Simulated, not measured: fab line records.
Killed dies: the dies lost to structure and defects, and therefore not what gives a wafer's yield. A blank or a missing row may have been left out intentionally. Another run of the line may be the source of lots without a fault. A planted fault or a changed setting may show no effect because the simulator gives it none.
fab line records	flow n5-finfet
record: lots: 24	wafers: 72	last-day: 19
route steps=1938 shown BEOL_M4@1106 BEOL_M5@1126
lots that met no fault: taken from a fault-free run of the same line
start-h: start of the lot's first displayed wafer, in hours after the record's first day	wait-h: hours since the lot's step before	" the same as in the row above	L1.1+2: one row covering several wafers at once	- no value, or no start was given	* or withheld: withheld	< > ~ a bound
route shown NAME@n: a module of which the file shows steps, and the number in the route of the first	usual: the fault-free wafers' mean and standard deviation	same: alike in all rows	chamber/n: place in a boat	sites: readings site by site	_std_site: standard deviation across them	_edge_site: inner sites' mean taken away from outer sites' mean	radius-mm: for every site, how far away it sits from the centre of the wafer	mask NAME#n: copy n	behind: the tool/chamber that last shaped the wafer	hold: reason for holding the lot/hours on hold/outcome of the hold	device: the transistor (n, p or np) that didn't switch	end of line: the route-end tests of the same wafers	for a step that has no rows: nothing shown but its recipe	killed: dies that structure and defects cost at the first sort, which is not the same as the wafer's yield	map: per-die view of a wafer (x killed, . not killed, _ where there is no die)
set.NAME: the setting that was run; set.NAME@STEP: the one run at that earlier step	model.NAME: the simulator's own value behind a step, which no gauge read
one table for each step of the route and one row for each wafer, over a sample of lots
services: the hour from which a tool's chamber was out of use, counted from the record's first day as start-h (under 0 if before that day), plus the number of hours and why
== steps ==
step: N5_BEOL_M4_CO_CAP_55
recipe: material: Co	target-thk-a: 20	temp-c: 200	precursor: CCTBA/H2	pressure-torr: 30	time-s: 102.1
usual: heater-power-w: 232/19
lot.wafer	tool	chamber	start-h	wait-h	heater-power-w
L074.1	cvd-co-02	0	171.49	0.0	220
L074.4	"	1	"	"	227
L074.6	"	0	"	"	216
L075.2	cvd-co-01	0	192.03	0.0	228
L075.3	"	2	"	"	211
L075.5	"	2	"	"	214
L076.1	cvd-co-01	2	210.17	0.0	214
L076.2	"	0	"	"	223
L076.4	"	0	"	"	223
L077.3	cvd-co-01	0	213.66	0.0	229
L077.5	"	1	"	"	270
L077.6	"	0	"	"	226
L079.4	cvd-co-01	0	213.83	0.0	222
L079.5	"	2	"	"	215
L079.6	"	1	"	"	273
L078.1	cvd-co-01	0	230.45	0.0	227
L078.5	"	2	"	"	216
L078.6	"	1	"	"	278
L080.1	cvd-co-02	0	236.54	0.0	219
L080.3	"	2	"	"	227
L080.6	"	0	"	"	213
L081.2	cvd-co-02	1	237.00	0.0	233
L081.4	"	2	"	"	227
L081.5	"	1	"	"	230
L082.1	cvd-co-01	2	237.77	0.0	217
L082.2	"	1	"	"	277
L082.4	"	1	"	"	276
L083.1	cvd-co-02	0	240.35	0.0	212
L083.3	"	2	"	"	234
L083.5	"	0	"	"	220
L084.4	cvd-co-01	2	244.86	0.0	212
L084.5	"	1	"	"	268
L084.6	"	0	"	"	224
L085.2	cvd-co-02	0	245.30	0.0	217
L085.5	"	2	"	"	226
L085.6	"	0	"	"	218
L087.4	cvd-co-02	1	246.70	0.0	227
L087.5	"	0	"	"	220
L087.6	"	2	"	"	228
L086.2	cvd-co-02	1	265.53	0.0	228
L086.5	"	1	"	"	228
L086.6	"	2	"	"	228
L088.1	cvd-co-01	2	277.13	0.0	218
L088.2	"	1	"	"	280
L088.4	"	1	"	"	269
L089.1	cvd-co-02	1	279.93	0.0	230
L089.5	"	1	"	"	228
L089.6	"	2	"	"	228
L091.2	cvd-co-01	0	280.73	0.0	228
L091.3	"	2	"	"	216
L091.6	"	1	"	"	269
L092.1	cvd-co-01	0	305.87	0.0	223
L092.2	"	1	"	"	264
L092.3	"	2	"	"	219
L094.2	cvd-co-02	2	309.12	0.0	222
L094.3	"	0	"	"	220
L094.4	"	1	"	"	227
L090.1	cvd-co-02	0	314.95	0.0	218
L090.4	"	1	"	"	231
L090.6	"	2	"	"	235
L093.2	cvd-co-01	2	315.11	0.0	214
L093.3	"	0	"	"	226
L093.4	"	2	"	"	222
L095.1	cvd-co-02	0	318.14	0.0	213
L095.4	"	0	"	"	219
L095.5	"	2	"	"	228
L096.1	cvd-co-01	0	324.08	0.0	230
L096.2	"	2	"	"	219
L096.4	"	1	"	"	268
L097.3	cvd-co-02	1	341.36	0.0	239
L097.4	"	0	"	"	223
L097.5	"	2	"	"	230
step: N5_BEOL_M5_CD_MEAS_11
recipe: target-cd-nm: 27.74	landing-energy-ev: 500	detector: se-inlens
usual: cd-nm: 28.01/0.27
lot.wafer	tool	chamber	start-h	wait-h	cd-nm
L074.1	cd-sem-01	0	175.42	-	27.94
L074.4	"	0	"	"	28.06
L074.6	"	0	"	"	28.12
L075.2	cd-sem-01	0	194.77	-	27.32
L075.3	"	0	"	"	28.00
L075.5	"	0	"	"	28.00
L076.1	cd-sem-01	0	213.71	-	28.40
L076.2	"	0	"	"	27.75
L076.4	"	0	"	"	28.93
L077.3	cd-sem-03	0	217.05	-	27.79
L077.5	"	0	"	"	28.04
L077.6	"	0	"	"	27.99
L079.4	cd-sem-02	0	217.22	-	27.93
L079.5	"	0	"	"	27.82
L079.6	"	0	"	"	28.15
L078.1	cd-sem-02	0	233.27	-	27.92
L078.5	"	0	"	"	28.29
L078.6	"	0	"	"	28.51
L080.1	cd-sem-02	0	240.57	-	27.85
L080.3	"	0	"	"	28.21
L080.6	"	0	"	"	27.69
L081.2	cd-sem-02	0	240.79	-	28.05
L081.4	"	0	"	"	27.89
L081.5	"	0	"	"	28.10
L082.1	cd-sem-01	0	240.89	-	27.97
L082.2	"	0	"	"	28.34
L082.4	"	0	"	"	27.82
L083.1	cd-sem-01	0	245.09	-	28.34
L083.3	"	0	"	"	28.14
L083.5	"	0	"	"	28.27
L084.4	cd-sem-01	0	250.32	-	27.67
L084.5	"	0	"	"	27.67
L084.6	"	0	"	"	27.78
L085.2	cd-sem-01	0	250.42	-	28.33
L085.5	"	0	"	"	27.81
L085.6	"	0	"	"	28.21
L087.4	cd-sem-01	0	250.98	-	27.72
L087.5	"	0	"	"	27.65
L087.6	"	0	"	"	27.66
L086.2	cd-sem-01	0	267.96	-	27.93
L086.5	"	0	"	"	28.34
L086.6	"	0	"	"	28.03
L088.1	cd-sem-01	0	279.93	-	28.42
L088.2	"	0	"	"	28.07
L088.4	"	0	"	"	28.29
L089.1	cd-sem-01	0	284.00	-	28.03
L089.5	"	0	"	"	27.84
L089.6	"	0	"	"	27.66
L091.2	cd-sem-03	0	284.33	-	27.94
L091.3	"	0	"	"	28.02
L091.6	"	0	"	"	28.07
L092.1	cd-sem-03	0	309.66	-	28.15
L092.2	"	0	"	"	27.98
L092.3	"	0	"	"	28.01
L094.2	cd-sem-02	0	311.44	-	28.89
L094.3	"	0	"	"	27.92
L094.4	"	0	"	"	28.29
L090.1	cd-sem-02	0	320.67	-	27.94
L090.4	"	0	"	"	28.04
L090.6	"	0	"	"	28.10
L093.2	cd-sem-02	0	320.77	-	28.24
L093.3	"	0	"	"	28.22
L093.4	"	0	"	"	28.13
L095.1	cd-sem-03	0	321.03	-	27.73
L095.4	"	0	"	"	28.23
L095.5	"	0	"	"	27.70
L096.1	cd-sem-01	0	329.82	-	27.66
L096.2	"	0	"	"	27.81
L096.4	"	0	"	"	27.76
L097.3	cd-sem-01	0	347.55	-	27.47
L097.4	"	0	"	"	27.72
L097.5	"	0	"	"	27.89
step: N5_BEOL_M5_OVL_MEAS_29
recipe: points-per-wafer: 522
usual: V4_OVL: 0.4/0.69
lot.wafer	tool	chamber	start-h	wait-h	V4_OVL[nm]
L074.1	overlay-02	0	177.03	0.0	0.6
L074.4	"	0	"	"	0.6
L074.6	"	0	"	"	0.1
L075.2	overlay-02	0	197.01	0.1	-0.5
L075.3	"	0	"	"	-0.8
L075.5	"	0	"	"	0.1
L076.1	overlay-02	0	215.19	0.0	0.9
L076.2	"	0	"	"	1.7
L076.4	"	0	"	"	1.4
L077.3	overlay-01	0	218.83	0.0	1.0
L077.5	"	0	"	"	0.0
L077.6	"	0	"	"	1.3
L079.4	overlay-01	0	219.14	0.0	1.3
L079.5	"	0	"	"	0.7
L079.6	"	0	"	"	0.0
L078.1	overlay-02	0	235.04	0.0	0.9
L078.5	"	0	"	"	0.1
L078.6	"	0	"	"	1.1
L080.1	overlay-01	0	241.63	0.0	1.0
L080.3	"	0	"	"	1.6
L080.6	"	0	"	"	1.5
L082.1	overlay-01	0	244.18	0.0	0.0
L082.2	"	0	"	"	-0.4
L082.4	"	0	"	"	0.5
L081.2	overlay-02	0	244.23	0.0	0.2
L081.4	"	0	"	"	1.2
L081.5	"	0	"	"	1.5
L083.1	overlay-02	0	249.73	0.0	0.3
L083.3	"	0	"	"	0.4
L083.5	"	0	"	"	-0.7
L084.4	overlay-01	0	253.09	0.0	1.2
L084.5	"	0	"	"	0.5
L084.6	"	0	"	"	1.1
L087.4	overlay-01	0	253.26	0.0	-1.3
L087.5	"	0	"	"	-0.1
L087.6	"	0	"	"	0.4
L085.2	overlay-02	0	259.63	0.0	1.4
L085.5	"	0	"	"	1.5
L085.6	"	0	"	"	0.9
L086.2	overlay-02	0	269.73	0.0	1.4
L086.5	"	0	"	"	0.0
L086.6	"	0	"	"	0.8
L088.1	overlay-01	0	282.24	0.0	0.5
L088.2	"	0	"	"	0.2
L088.4	"	0	"	"	0.2
L089.1	overlay-01	0	290.21	0.0	-0.2
L089.5	"	0	"	"	-0.5
L089.6	"	0	"	"	1.5
L091.2	overlay-01	0	290.40	0.0	1.2
L091.3	"	0	"	"	-0.4
L091.6	"	0	"	"	0.4
L092.1	overlay-02	0	313.71	0.0	0.6
L092.2	"	0	"	"	0.1
L092.3	"	0	"	"	-0.2
L094.2	overlay-01	0	313.76	0.0	0.4
L094.3	"	0	"	"	0.3
L094.4	"	0	"	"	0.4
L093.2	overlay-01	0	322.67	0.0	0.2
L093.3	"	0	"	"	0.0
L093.4	"	0	"	"	-0.1
L090.1	overlay-02	0	322.84	0.0	1.1
L090.4	"	0	"	"	0.3
L090.6	"	0	"	"	0.5
L095.1	overlay-01	0	323.02	0.0	-0.4
L095.4	"	0	"	"	-1.1
L095.5	"	0	"	"	-0.7
L096.1	overlay-01	0	330.77	0.0	1.3
L096.2	"	0	"	"	0.9
L096.4	"	0	"	"	1.1
L097.3	overlay-01	0	348.56	0.0	-0.5
L097.4	"	0	"	"	-0.6
L097.5	"	0	"	"	-0.1
step: N5_BEOL_M5_ETCH_68
recipe: chemistry: N2/H2	target: SOC	target-depth-a: 800	overetch-a: 160	mask-material: SiARC	temp-c: 40	time-s: 120	ion-energy-ev: 200	pressure-mtorr: 30	source-w: 840	bias-w: 150	n2-flow-sccm: 200	h2-flow-sccm: 200
usual: bias-w: 150.0/0.46	chamber-pressure-mTorr: 30.002/0.027	drypump-motor-current-A: 5.85/0.27	oes-product-au: 0.58/0.064	rf-vpp-V: 524.1/2.3	showerhead-plenum-p-Torr: 2.55/0.083	throttle-valve-pct: 17.91/0.28
lot.wafer	tool	chamber	start-h	wait-h	bias-w	chamber-pressure-mTorr	drypump-motor-current-A	oes-product-au	rf-hours-counter-h	rf-vpp-V	showerhead-plenum-p-Torr	throttle-valve-pct
L074.1	rie-diel-02	3	177.20	0.0	149.2	30.036	5.78	0.54	231	525.7	2.62	18.10
L074.4	"	2	"	"	150.3	29.961	5.48	0.55	-	525.3	2.66	18.17
L074.6	"	0	"	"	149.8	30.011	5.87	0.55	-	520.4	2.42	17.90
L075.2	rie-diel-02	2	197.38	0.0	149.8	29.976	5.46	0.55	196	525.9	2.66	18.19
L075.3	"	1	"	"	149.9	30.000	6.34	0.54	167	525.1	2.64	17.81
L075.5	"	0	"	"	150.2	29.989	5.84	0.55	-	520.6	2.42	17.88
L076.1	rie-diel-01	1	215.36	0.0	150.5	30.001	6.24	0.56	192	526.7	2.63	18.33
L076.2	"	0	"	"	149.5	29.963	5.72	0.67	55	524.8	2.55	17.27
L076.4	"	3	"	"	150.4	30.029	5.54	0.54	-	522.6	2.51	17.64
L077.3	rie-diel-01	3	219.24	0.0	150.4	29.985	5.56	0.54	205	523.5	2.51	17.63
L077.5	"	3	"	"	150.7	30.050	5.57	0.54	-	522.9	2.51	17.63
L077.6	"	0	"	"	150.2	30.041	5.67	0.67	-	524.8	2.55	17.27
L079.4	rie-diel-01	3	219.67	0.0	150.8	30.002	5.56	0.54	-	524.9	2.51	17.65
L079.5	"	0	"	"	150.0	29.976	5.62	0.67	-	524.6	2.55	17.26
L079.6	"	1	"	"	149.6	30.002	6.23	0.56	-	528.4	2.63	18.33
L078.1	rie-diel-02	0	235.29	0.0	149.6	30.023	5.85	0.54	191	520.3	2.41	17.92
L078.5	"	0	"	"	150.8	30.031	5.88	0.55	-	521.0	2.42	17.93
L078.6	"	3	"	"	150.1	29.980	5.82	0.52	-	524.3	2.62	18.13
L080.1	rie-diel-06	2	241.80	0.0	150.0	29.978	6.05	0.55	188	523.3	2.53	17.81
L080.3	"	1	"	"	150.3	30.011	5.72	0.53	232	525.3	2.63	18.16
L080.6	"	0	"	"	150.3	30.044	5.88	0.66	-	521.3	2.48	17.67
L082.1	rie-diel-06	3	244.35	0.0	149.9	29.990	5.90	0.67	22	521.8	2.50	18.05
L082.2	"	0	"	"	151.1	30.024	5.89	0.67	41	521.5	2.48	17.69
L082.4	"	1	"	"	149.7	29.985	5.71	0.53	233	527.3	2.63	18.16
L081.2	rie-diel-02	3	244.40	0.0	149.4	30.031	5.80	0.52	250	525.6	2.62	18.14
L081.4	"	2	"	"	150.6	30.046	5.47	0.53	209	525.5	2.65	18.22
L081.5	"	2	"	"	150.9	29.972	5.47	0.54	-	525.2	2.65	18.22
L083.1	rie-diel-01	2	249.91	0.0	150.4	30.064	5.63	0.67	46	522.3	2.48	17.72
L083.3	"	0	"	"	149.9	29.980	5.70	0.66	66	526.2	2.55	17.29
L083.5	"	3	"	"	149.6	30.021	5.57	0.54	-	522.3	2.51	17.66
L084.4	rie-diel-02	2	253.29	0.0	150.1	30.000	5.46	0.54	-	525.6	2.65	18.22
L084.5	"	1	"	"	150.1	29.984	6.33	0.55	-	526.5	2.64	17.84
L084.6	"	0	"	"	149.5	29.981	5.86	0.54	-	519.8	2.41	17.93
L087.4	rie-diel-02	0	253.68	0.0	150.1	30.033	5.84	0.54	-	519.4	2.41	17.92
L087.5	"	2	"	"	149.8	30.002	5.46	0.54	-	527.0	2.65	18.22
L087.6	"	1	"	"	150.5	29.978	6.32	0.54	-	526.0	2.64	17.84
L085.2	rie-diel-06	1	259.80	0.0	149.2	29.998	5.73	0.53	237	524.9	2.63	18.16
L085.5	"	3	"	"	149.3	30.073	5.90	0.67	-	522.6	2.50	18.04
L085.6	"	0	"	"	149.8	30.012	5.88	0.66	-	524.0	2.48	17.68
L086.2	rie-diel-02	1	269.90	0.0	150.6	29.998	6.33	0.55	191	526.4	2.63	17.86
L086.5	"	3	"	"	149.8	29.966	5.82	0.76	-	525.8	2.62	17.72
L086.6	"	2	"	"	150.0	30.004	5.46	0.53	-	526.2	2.65	18.23
L088.1	rie-diel-02	3	282.43	0.0	151.1	29.941	5.83	0.73	5	525.3	2.61	17.70
L088.2	"	2	"	"	149.8	30.013	5.48	0.54	222	525.8	2.65	18.26
L088.4	"	0	"	"	150.6	30.010	5.81	0.54	204	520.1	2.41	17.94
L089.1	rie-diel-02	3	290.59	0.0	150.0	30.015	5.84	0.73	6	524.8	2.61	17.71
L089.5	"	2	"	"	149.9	29.979	5.46	0.53	-	525.6	2.64	18.24
L089.6	"	1	"	"	149.0	30.024	6.35	0.54	-	526.7	2.63	17.88
L091.2	rie-diel-06	3	290.73	0.0	149.6	29.976	5.90	0.66	35	521.4	2.49	18.06
L091.3	"	2	"	"	149.6	30.020	5.97	0.55	201	523.7	2.52	17.84
L091.6	"	0	"	"	149.1	30.011	5.91	0.65	-	523.1	2.48	17.70
L092.1	rie-diel-02	0	314.19	0.0	150.3	29.978	5.83	0.53	213	519.9	2.41	17.94
L092.2	"	2	"	"	150.0	30.069	5.46	0.53	230	525.1	2.64	18.26
L092.3	"	1	"	"	149.8	30.037	6.34	0.54	204	525.0	2.63	17.87
L094.2	rie-diel-06	2	314.58	0.0	150.0	29.994	6.02	0.54	209	523.0	2.52	17.85
L094.3	"	3	"	"	149.8	30.027	5.91	0.65	42	521.5	2.49	18.09
L094.4	"	0	"	"	149.5	29.986	5.84	0.64	-	522.0	2.47	17.71
L093.2	rie-diel-06	2	322.84	0.0	150.4	29.989	5.99	0.54	212	523.4	2.52	17.84
L093.3	"	0	"	"	149.5	29.983	5.86	0.64	65	522.1	2.47	17.72
L093.4	"	3	"	"	149.9	29.987	5.91	0.64	-	522.4	2.49	18.09
L090.1	rie-diel-01	3	323.01	0.0	151.0	30.043	5.55	0.52	237	523.2	2.50	17.68
L090.4	"	0	"	"	149.8	30.026	5.69	0.65	88	524.3	2.54	17.34
L090.6	"	1	"	"	149.8	30.012	6.25	0.54	-	526.0	2.62	18.37
L095.1	rie-diel-02	3	323.29	0.0	149.9	29.983	5.81	0.72	16	524.8	2.61	17.74
L095.4	"	1	"	"	149.5	29.981	6.32	0.53	207	525.9	2.63	17.87
L095.5	"	3	"	"	150.2	30.008	5.84	0.71	-	525.1	2.61	17.73
L096.1	rie-diel-02	1	330.95	0.0	150.6	29.987	6.33	0.54	208	528.0	2.63	17.87
L096.2	"	2	"	"	150.3	30.013	5.46	0.53	235	526.9	2.64	18.26
L096.4	"	3	"	"	150.0	30.019	5.79	0.70	17	524.6	2.61	17.74
L097.3	rie-diel-01	2	348.73	0.0	150.5	29.972	5.63	0.65	74	521.7	2.46	17.77
L097.4	"	1	"	"	149.8	30.021	6.29	0.54	230	525.6	2.62	18.40
L097.5	"	2	"	"	150.0	30.001	5.64	0.65	-	521.7	2.46	17.76
step: N5_BEOL_M5_VIA_ETCH_34
recipe: chemistry: C4F6/O2	target: SiCOH_lowk	target-depth-a: 883	mask-material: SOC	taper-deg: 4	time-s: 39.2	ion-energy-ev: 250	pressure-mtorr: 30	source-w: 345	bias-w: 185	Ar_flow_sccm: 300	C4F6_flow_sccm: 10	O2_flow_sccm: 10
usual: O2_flow_sccm: 9.999/0.029	bias-w: 185.0/0.55	chamber-pressure-mTorr: 30.001/0.029	drypump-motor-current-A: 5.85/0.27	mfc-ar-sccm: 299.9/0.9	oes-product-au: 0.76/0.087	rf-vpp-V: 665/9.4	showerhead-plenum-p-Torr: 2.86/0.093	throttle-valve-pct: 20.97/0.23
lot.wafer	tool	chamber	start-h	wait-h	O2_flow_sccm	bias-w	chamber-pressure-mTorr	drypump-motor-current-A	mfc-ar-sccm	oes-product-au	rf-hours-counter-h	rf-vpp-V	showerhead-plenum-p-Torr	throttle-valve-pct
L074.1	rie-diel-02	3	177.30	0.0	10.002	185.3	29.988	5.80	300.9	0.71	231	682	2.93	21.18
L074.4	"	2	"	"	10.076	186.1	29.979	5.46	300.4	0.72	-	668	2.97	21.20
L074.6	"	0	"	"	9.984	185.4	30.019	5.83	300.0	0.72	-	664	2.70	20.88
L075.2	rie-diel-02	2	197.48	0.0	10.002	184.4	30.022	5.46	299.0	0.71	196	666	2.97	21.19
L075.3	"	1	"	"	9.978	184.7	30.019	6.33	299.4	0.73	167	682	2.97	20.89
L075.5	"	0	"	"	10.070	184.8	30.026	5.84	299.3	0.71	-	666	2.70	20.86
L076.1	rie-diel-01	1	215.47	0.0	9.953	184.6	30.021	6.23	298.7	0.72	192	662	2.95	21.41
L076.2	"	0	"	"	10.040	185.8	29.975	5.68	300.3	0.87	55	654	2.88	20.53
L076.4	"	3	"	"	10.025	184.3	29.959	5.55	300.5	0.71	-	660	2.83	20.72
L077.3	rie-diel-01	3	219.34	0.0	10.002	184.1	30.006	5.57	299.4	0.71	205	662	2.83	20.72
L077.5	"	3	"	"	9.992	184.7	29.895	5.56	298.7	0.70	-	662	2.83	20.72
L077.6	"	0	"	"	9.976	184.4	30.000	5.68	299.5	0.88	-	656	2.88	20.54
L079.4	rie-diel-01	3	219.75	0.0	10.021	185.1	30.021	5.55	298.9	0.69	-	660	2.83	20.72
L079.5	"	0	"	"	9.983	185.0	29.963	5.66	300.8	0.87	-	655	2.88	20.55
L079.6	"	1	"	"	9.964	185.5	29.984	6.26	299.6	0.72	-	663	2.95	21.41
L078.1	rie-diel-02	0	235.40	0.0	9.969	185.4	30.013	5.79	300.2	0.70	192	664	2.69	20.89
L078.5	"	0	"	"	9.990	186.3	30.008	5.81	299.2	0.70	-	664	2.69	20.89
L078.6	"	3	"	"	9.993	184.9	30.013	5.79	299.4	0.70	-	680	2.92	21.21
L080.1	rie-diel-06	2	241.90	0.0	10.009	184.8	29.982	6.02	300.0	0.71	188	647	2.83	20.87
L080.3	"	1	"	"	10.001	183.6	29.993	5.74	299.8	0.68	233	643	2.92	21.07
L080.6	"	0	"	"	9.977	184.5	30.024	5.87	302.1	0.86	-	662	2.79	20.75
L082.1	rie-diel-06	3	244.45	0.0	9.967	185.9	30.033	5.89	300.1	0.91	22	661	2.78	21.02
L082.2	"	0	"	"	10.026	184.9	29.998	5.91	299.1	0.86	41	663	2.79	20.76
L082.4	"	1	"	"	10.004	184.3	29.991	5.73	299.3	0.67	233	643	2.92	21.07
L081.2	rie-diel-02	3	244.50	0.0	10.043	184.9	29.964	5.83	300.4	0.69	250	681	2.92	21.21
L081.4	"	2	"	"	10.043	184.3	29.960	5.45	300.1	0.71	209	667	2.96	21.24
L081.5	"	2	"	"	10.017	184.7	29.992	5.45	299.7	0.71	-	666	2.96	21.23
L083.1	rie-diel-01	2	250.01	0.0	10.026	185.1	30.002	5.63	300.1	0.90	46	676	2.78	20.78
L083.3	"	0	"	"	10.031	185.2	30.032	5.66	301.0	0.86	66	655	2.88	20.56
L083.5	"	3	"	"	9.964	184.8	29.990	5.56	298.9	0.69	-	661	2.82	20.74
L084.4	rie-diel-02	2	253.37	0.0	9.990	184.2	30.022	5.44	300.3	0.70	-	668	2.96	21.23
L084.5	"	1	"	"	10.004	185.4	30.041	6.31	299.6	0.73	-	681	2.96	20.93
L084.6	"	0	"	"	10.025	185.8	29.966	5.83	300.7	0.70	-	665	2.69	20.91
L087.4	rie-diel-02	0	253.76	0.0	10.024	184.8	30.032	5.85	299.8	0.69	-	663	2.69	20.90
L087.5	"	2	"	"	10.001	185.8	30.036	5.46	300.0	0.70	-	668	2.96	21.23
L087.6	"	1	"	"	10.042	184.1	29.948	6.32	301.3	0.71	-	680	2.96	20.93
L085.2	rie-diel-06	1	259.90	0.0	10.000	185.0	29.986	5.73	298.8	0.68	237	645	2.92	21.07
L085.5	"	3	"	"	10.015	185.7	30.021	5.87	299.6	0.89	-	660	2.78	21.04
L085.6	"	0	"	"	9.983	185.2	30.014	5.86	300.0	0.85	-	662	2.78	20.76
L086.2	rie-diel-02	1	270.00	0.0	9.959	185.6	29.973	6.33	299.3	0.71	191	681	2.95	20.94
L086.5	"	3	"	"	9.984	185.3	30.077	5.80	299.3	0.99	-	664	2.92	20.83
L086.6	"	2	"	"	9.996	183.5	30.020	5.46	300.7	0.69	-	667	2.95	21.25
L088.1	rie-diel-02	3	282.53	0.0	10.020	185.7	30.008	5.81	301.1	0.98	5	664	2.92	20.84
L088.2	"	2	"	"	10.002	184.9	30.000	5.45	300.0	0.70	222	668	2.95	21.24
L088.4	"	0	"	"	9.979	183.6	30.001	5.84	299.9	0.69	204	665	2.69	20.91
L089.1	rie-diel-02	3	290.69	0.0	9.982	185.3	30.026	5.83	299.7	0.96	6	666	2.92	20.84
L089.5	"	2	"	"	9.956	185.3	30.031	5.47	300.0	0.70	-	666	2.95	21.25
L089.6	"	1	"	"	10.019	186.0	29.967	6.35	299.0	0.72	-	682	2.95	20.94
L091.2	rie-diel-06	3	290.83	0.0	9.985	185.0	30.022	5.89	300.7	0.86	35	661	2.78	21.03
L091.3	"	2	"	"	9.998	184.8	29.980	6.04	300.1	0.70	201	647	2.82	20.90
L091.6	"	0	"	"	9.996	184.9	30.024	5.82	300.6	0.83	-	664	2.78	20.77
L092.1	rie-diel-02	0	314.29	0.0	9.974	184.4	29.958	5.83	298.5	0.68	213	665	2.69	20.92
L092.2	"	2	"	"	10.007	184.5	29.970	5.44	300.7	0.68	230	667	2.95	21.27
L092.3	"	1	"	"	9.986	185.0	29.992	6.30	300.2	0.70	204	680	2.95	20.95
L094.2	rie-diel-06	2	314.68	0.0	9.974	185.2	30.046	6.02	300.4	0.70	209	649	2.82	20.92
L094.3	"	3	"	"	9.978	185.7	29.984	5.90	301.0	0.86	42	660	2.77	21.04
L094.4	"	0	"	"	10.025	186.1	29.983	5.88	299.8	0.83	-	661	2.78	20.79
L093.2	rie-diel-06	2	322.94	0.0	9.974	184.6	30.028	6.03	300.2	0.70	212	649	2.82	20.90
L093.3	"	0	"	"	9.999	185.2	29.967	5.86	299.0	0.83	65	662	2.78	20.79
L093.4	"	3	"	"	10.027	184.4	30.024	5.90	299.7	0.86	-	659	2.77	21.04
L090.1	rie-diel-01	3	323.12	0.0	10.026	185.2	30.024	5.55	300.4	0.67	237	662	2.81	20.76
L090.4	"	0	"	"	10.016	185.5	30.077	5.67	301.0	0.84	88	657	2.87	20.59
L090.6	"	1	"	"	9.988	184.1	30.011	6.22	299.6	0.70	-	661	2.93	21.46
L095.1	rie-diel-02	3	323.39	0.0	10.004	185.1	30.037	5.78	300.5	0.93	16	664	2.91	20.86
L095.4	"	1	"	"	9.991	184.7	29.995	6.32	300.8	0.71	207	681	2.95	20.95
L095.5	"	3	"	"	9.982	185.5	29.995	5.83	300.2	0.93	-	665	2.91	20.86
L096.1	rie-diel-02	1	331.05	0.0	9.984	184.9	29.956	6.32	299.4	0.70	208	680	2.95	20.95
L096.2	"	2	"	"	10.029	184.8	29.980	5.47	299.5	0.68	235	667	2.95	21.28
L096.4	"	3	"	"	9.984	184.5	29.998	5.81	300.1	0.92	17	664	2.91	20.88
L097.3	rie-diel-01	2	348.83	0.0	9.982	185.6	29.977	5.61	299.9	0.86	74	676	2.76	20.86
L097.4	"	1	"	"	10.013	184.7	30.024	6.25	299.1	0.70	230	662	2.93	21.49
L097.5	"	2	"	"	9.979	185.2	30.002	5.63	300.2	0.85	-	676	2.76	20.84
step: N5_BEOL_M5_SURFACE_TREAT_87
recipe: gas: Ar	time-s: *	ion-energy-ev: *	ion-current-ma-cm2: 0.5	pressure-mtorr: *	ar-flow-sccm: 30
usual: throttle-valve-pct: *
lot.wafer	tool	chamber	start-h	wait-h	throttle-valve-pct
L074.1	pvd-sputter-01	-	178.86	0.2	*
L074.4	"	-	"	"	*
L074.6	"	-	"	"	*
L075.2	pvd-sputter-01	-	198.88	0.4	*
L075.3	"	-	"	"	*
L075.5	"	-	"	"	*
L076.1	pvd-sputter-03	-	217.15	0.3	*
L076.2	"	-	"	"	*
L076.4	"	-	"	"	*
L077.3	pvd-sputter-02	-	220.70	0.1	*
L077.5	"	-	"	"	*
L077.6	"	-	"	"	*
L079.4	pvd-sputter-02	-	221.64	0.6	*
L079.5	"	-	"	"	*
L079.6	"	-	"	"	*
L078.1	pvd-sputter-02	-	236.77	0.2	*
L078.5	"	-	"	"	*
L078.6	"	-	"	"	*
L080.1	pvd-sputter-01	-	244.84	0.1	*
L080.3	"	-	"	"	*
L080.6	"	-	"	"	*
L082.1	pvd-sputter-02	-	245.88	0.2	*
L082.2	"	-	"	"	*
L082.4	"	-	"	"	*
L081.2	pvd-sputter-02	-	246.06	0.2	*
L081.4	"	-	"	"	*
L081.5	"	-	"	"	*
L083.1	pvd-sputter-03	-	251.16	0.2	*
L083.3	"	-	"	"	*
L083.5	"	-	"	"	*
L084.4	pvd-sputter-03	-	254.96	0.2	*
L084.5	"	-	"	"	*
L084.6	"	-	"	"	*
L087.4	pvd-sputter-01	-	255.48	0.5	*
L087.5	"	-	"	"	*
L087.6	"	-	"	"	*
L085.2	pvd-sputter-01	-	261.25	0.2	*
L085.5	"	-	"	"	*
L085.6	"	-	"	"	*
L086.2	pvd-sputter-03	-	271.29	0.1	*
L086.5	"	-	"	"	*
L086.6	"	-	"	"	*
L088.1	pvd-sputter-03	-	284.71	0.2	*
L088.2	"	-	"	"	*
L088.4	"	-	"	"	*
L089.1	pvd-sputter-03	-	291.83	0.2	*
L089.5	"	-	"	"	*
L089.6	"	-	"	"	*
L091.2	pvd-sputter-03	-	292.03	0.2	*
L091.3	"	-	"	"	*
L091.6	"	-	"	"	*
L092.1	pvd-sputter-02	-	315.50	0.2	*
L092.2	"	-	"	"	*
L092.3	"	-	"	"	*
L094.2	pvd-sputter-01	-	317.36	1.7	*
L094.3	"	-	"	"	*
L094.4	"	-	"	"	*
L093.2	pvd-sputter-02	-	324.19	0.2	*
L093.3	"	-	"	"	*
L093.4	"	-	"	"	*
L090.1	pvd-sputter-02	-	324.79	0.2	*
L090.4	"	-	"	"	*
L090.6	"	-	"	"	*
L095.1	pvd-sputter-01	-	325.00	0.2	*
L095.4	"	-	"	"	*
L095.5	"	-	"	"	*
L096.1	pvd-sputter-01	-	332.73	0.2	*
L096.2	"	-	"	"	*
L096.4	"	-	"	"	*
L097.3	pvd-sputter-01	-	350.29	0.1	*
L097.4	"	-	"	"	*
L097.5	"	-	"	"	*
== services ==
tool	chamber	start-h	hours	kind
pvd-sputter-03	-	148.55	9.3	repair
rie-diel-02	-	174.85	0.5	repair
rie-diel-01	2	175.04	8.4	repair
rie-diel-02	1	176.31	7.1	repair
rie-diel-02	0	177.64	1.8	repair
cvd-co-02	0	182.36	12.1	repair
cvd-co-02	1	191.54	13.6	repair
rie-diel-01	2	193.75	29.0	repair
cvd-co-01	-	221.68	4.6	repair
rie-diel-02	3	245.46	-	clean
rie-diel-02	3	245.46	-	consumable-replace:esc
rie-diel-02	3	245.46	-	consumable-replace:focus-ring
rie-diel-02	3	245.46	23.3	scheduled-down
rie-diel-02	3	245.46	23.3	vent-cycle
rie-diel-06	-	256.20	0.5	repair
cvd-co-02	0	264.52	17.4	repair
rie-diel-02	2	274.36	2.9	repair
rie-diel-01	1	284.52	11.2	repair
rie-diel-06	1	295.03	8.2	repair
pvd-sputter-03	-	308.35	10.1	repair
rie-diel-06	1	311.64	-	clean
rie-diel-06	1	311.64	-	consumable-replace:focus-ring
pvd-sputter-02	-	340.03	24.0	repair
cvd-co-01	2	347.07	2.4	repair
== key ==
fault none
